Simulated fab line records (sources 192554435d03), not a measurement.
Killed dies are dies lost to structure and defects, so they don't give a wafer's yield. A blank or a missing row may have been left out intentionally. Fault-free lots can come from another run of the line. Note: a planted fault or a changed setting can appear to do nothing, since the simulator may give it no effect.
Struck lot and sound lot, side by side / flow n5_finfet / 39 steps out of a route of 1938
Sound: the wafers L753.1, L753.4, L753.6. Wafers struck: L765.5, L765.6. The cause comes at the end.
Per side, at each step with rows, come the tool, then ch with its chambers, and then its first start. Under that, the readings that differ: sound wafers / struck wafers / difference of the means / sigmas: that difference in standard deviations of wafers without a fault.
alike: same words and numbers on both sides, and readings whose means sit less than 2 such deviations apart. not compared: any withheld reading, any reading some wafer has no value for, any bound like >300 that may hide the same value, and any number with overlapping values for which the record gives no deviation.
The two part at a step that has a row with sigmas, a row that says differs or no value, or rows on one side only. When numbers do not overlap yet have no deviation, they are printed without sigmas and do not part them. A reading that every wafer of one side lacks parts them only if that side has two wafers or more.

first, 12 steps without rows for these wafers: N5_MOL_CONTACT_COAG_PRECLEAN_111 (cleans in NF3:NH3, afs cycles 1, time 20 s, sublimation time 60 s); N5_MOL_CONTACT_COAG_TI_SIL_19 (material Ti, target thk 4.2 nm, time 15 s); N5_MOL_CONTACT_COAG_ALD_20 (deposits TiN, target thk 1.5 nm, pulse time 1 s, purge time 3 s); N5_MOL_CONTACT_COAG_SIL_ANNEAL_21 (time 60 s); N5_MOL_CONTACT_COAG_PRE_CLEAN_141 (time 60 s); N5_MOL_CONTACT_COAG_SPUTTER_143 (material Co, target thk 2.5 nm); N5_MOL_CONTACT_COAG_CO_FILL_22 (material Co, precursor CCTBA/H2, target thk 20 nm); N5_MOL_CONTACT_COAG_ANNEAL_113 (time 300 s); N5_MOL_CONTACT_COAG_PRE_CLEAN_142 (time 60 s); N5_MOL_CONTACT_COAG_SPUTTER_130 (material Co, target thk 47.5 nm); N5_MOL_CONTACT_COAG_PRECLEAN_125 (cleans in DIW, time 57.5 s); N5_MOL_CONTACT_COAG_SRD_126 (dry time 32 s).
N5_MOL_CONTACT_COAG_CMP_23: polishes, stops on SiO2, t overpolish 1.5 s, target thk 0 nm.
  sound on cmp-03 ch 1,2,3, day 5 08:22; struck on cmp-03 ch 0,3, day 8 05:01
reading=time_to_endpoint_s (s); sound=7.0 9.4 9.7; struck=22.4 24.4; difference=+14.7; sigmas=+5
reading=model.SiNx_of_GATE_CUT_SAC_CAP_01.thk_nm (nm); sound=18.2 18.4 18.4; struck=19.2 19.4; difference=+1.0; sigmas=
  alike: motor_current_A, overpolish_run_s
then, 3 steps without rows for these wafers: N5_MOL_CONTACT_COAG_WET_ETCH_26 (target Co, target depth 13 nm); N5_MOL_CONTACT_COAG_WET_ETCH_116 (etches the open film in SC1-inhibited, target depth 4.6 nm, rinse time 30 s); N5_MOL_CONTACT_COAG_ALD_27 (deposits SiOC, target thk 17 nm, pulse time 1.5 s, time 2720 s).
N5_MOL_CONTACT_COAG_CMP_28: polishes, stops on SiNx, t overpolish 0.85 s, target thk 14.522 nm.
  sound on cmp-02 ch 0,2,3, day 5 10:45; struck on cmp-03 ch 2,3, day 8 07:26
reading=model.SiNx_of_GATE_CUT_SAC_CAP_01.thk_nm (nm); sound=18 18 18; struck=18.8 19; difference=+0.9; sigmas=
  alike: motor_current_A
N5_MOL_CONTACT_COAG_THK_MEAS_29:
  sound on film_metro-02 at day 5 10:58; struck on film_metro-01 at day 8 07:35
reading=MD_CAP_THK (nm); sound=17.96 17.98 17.96; struck=18.87 19.04; difference=+0.99; sigmas=+13
then, 19 steps without rows for these wafers: N5_MOL_CONTACT_COAG_ALD_123 (deposits SiNx, target thk 5 nm, pulse time 1 s, purge time 2 s); N5_MOL_CONTACT_COAG_PECVD_31 (deposits SiO2 from TEOS/O2, target thk 46 nm, time 8.9 s); N5_MOL_CONTACT_COAG_COAT_75 (time 60 s, resist thk 60 nm); N5_MOL_CONTACT_COAG_COAT_76 (time 60 s, resist thk 10 nm); N5_MOL_CONTACT_COAG_COAT_77 (time 60 s, resist thk 10 nm); N5_MOL_CONTACT_COAG_COAT_78 (resist thk 40 nm); N5_MOL_CONTACT_COAG_EBR_80; N5_MOL_CONTACT_COAG_SOFTBAKE_79 (time 60 s); N5_MOL_CONTACT_COAG_EXPOSE_81 (exposes mask VG, defocus 0 nm); N5_MOL_CONTACT_COAG_PEB_82 (peb time 60 s); N5_MOL_CONTACT_COAG_DEVELOP_83 (develop time 30 s); N5_MOL_CONTACT_COAG_DESCUM_88 (chemistry O2, time 7 s); N5_MOL_CONTACT_COAG_ETCH_89 (etches underlayer in N2/H2, target depth 13 nm, time 10.4 s); N5_MOL_CONTACT_COAG_ETCH_90 (etches SiARC in CF4, target depth 13 nm, time 21.7 s); N5_MOL_CONTACT_COAG_ALD_131 (deposits SiO2, target thk 5 nm, pulse time 1 s, co reactant pulse time 1 s); N5_MOL_CONTACT_COAG_ETCHBACK_132 (etches SiO2 in CHF3, target depth 10 nm, time 6.7 s); N5_MOL_CONTACT_COAG_ETCH_91 (etches SOC in N2/H2, target depth 60 nm, overetch 21 nm, time 101.2 s); N5_MOL_CONTACT_COAG_STRIP_92 (strips in N2/H2); N5_MOL_CONTACT_COAG_STRIP_93 (strips in N2/H2).
N5_MOL_CONTACT_COAG_ETCH_47: etches SiNx in CH3F/O2, stops on W, target depth 27 nm.
  sound on rie_diel-01 ch 1,2,3, day 5 13:09; struck on rie_diel-03 ch 1,2, day 8 09:51
reading=showerhead_plenum_p_Torr (Torr); sound=1.91 1.90 1.95; struck=2.14 2.07; difference=+0.19; sigmas=+3
reading=model.etch.t_clear_s (s); sound=26.43 26.53 25.67; struck=26.65 27.75; difference=+0.99; sigmas=
reading=model.etch.depth_nm (nm); sound=17.91 17.99 17.99; struck=18.89 19.04; difference=+1.00; sigmas=
reading=model.MOL_CONTACT_COAG.feature_depth_nm (nm); sound=18.4 18.6 18.6; struck=19.4 19.6; difference=+1.0; sigmas=
  alike: O2_flow_sccm, drypump_motor_current_A, etch_rf_on_time_s, oes_product_au, rf_vpp_V, throttle_valve_pct
  not compared: rf_hours_counter_h
N5_PASSIVATION_PROBE_49:
  the record has rows for the sound wafers here (prober-02, day 13 09:35) and none for the struck ones

## WHERE THEY PART
Last at N5_PASSIVATION_PROBE_49 as far as this record goes, first at N5_MOL_CONTACT_COAG_CMP_23.

WHY: what the simulator had put in
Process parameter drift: cmp-03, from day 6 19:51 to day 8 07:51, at N5_MOL_CONTACT_COAG_CMP_23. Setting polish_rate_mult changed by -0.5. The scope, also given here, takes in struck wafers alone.
